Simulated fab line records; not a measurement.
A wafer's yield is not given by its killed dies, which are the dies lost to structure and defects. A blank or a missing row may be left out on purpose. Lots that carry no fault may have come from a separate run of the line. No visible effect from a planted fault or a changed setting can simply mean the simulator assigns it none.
Matching of chambers    flow nandHarc    3 sister chambers for NHARC_A_CONTACT_DEP_29 on pecvd-04
The step deposits SiON, target thk 100 nm. 16 wafers are shown with their chamber, then 8 later ones without.

## WAFERS PAIRED WITH THEIR CHAMBERS
wafer   chamber  susceptorTempC (C)  heaterPowerOuterW (W)  heaterPowerW (W)
L075.3  1        400.18              456                    792
L075.4  0        400.35              454                    727
L075.5  1        399.88              467                    792
L074.1  1        399.94              421                    715
L074.4  0        400.27              455                    763
L074.6  1        399.82              422                    727
L078.3  1        400.12              445                    747
L078.4  0        400.21              405                    681
L078.6  0        399.83              406                    681
L083.1  0        400.04              467                    790
L083.4  2        399.93              430                    705
L083.5  1        400.08              396                    667
L085.1  0        400.49              392                    667
L085.3  2        400.52              410                    697
L085.4  0        400.12              391                    670
L087.1  2        399.92              504                    823

SIGNATURES (means of the wafers above)
reading            chamber 0  chamber 1  chamber 2  scatter within a chamber
susceptorTempC     400.1871   400.0033   400.1233   0.218
heaterPowerOuterW  424.29     434.50     448.00     33.8
heaterPowerW       711.29     740.00     741.67     52.7
Rule: distance of a wafer from a chamber = root of the sum over the readings of ((wafer's reading minus chamber's mean) / reading's scatter) squared. The wafer belongs to the nearest chamber; if the next one is less than 2 further off, it can't be placed. How the scatter is found: for the shown wafers, subtract from each reading the mean of its chamber, square and add these, divide the total by (wafers less chambers), then take the root.

## WAFERS WITH NO CHAMBER GIVEN
wafer   susceptorTempC (C)  heaterPowerOuterW (W)  heaterPowerW (W)
L087.2  399.87              485                    776
L087.4  399.80              483                    788
L093.1  399.92              401                    645
L093.4  399.79              404                    684
L093.5  399.73              425                    728
L095.1  400.08              395                    671
L095.3  399.96              416                    695
L095.5  400.11              471                    786

## CHAMBER TAKEN BY EACH
wafer   from the rows above           in truth
L087.2  can't be placed: 2 or 1 or 0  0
L087.4  can't be placed: 1 or 2 or 0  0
L093.1  can't be placed: 0 or 1 or 2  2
L093.4  can't be placed: 1 or 0 or 2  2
L093.5  can't be placed: 1 or 2 or 0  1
L095.1  can't be placed: 0 or 1 or 2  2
L095.3  can't be placed: 1 or 0 or 2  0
L095.5  can't be placed: 2 or 1 or 0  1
Placed correctly: 0 of 8. From these rows, 8 cannot be placed; in 8 the true chamber is one of the candidates. Placed wrongly: 0.
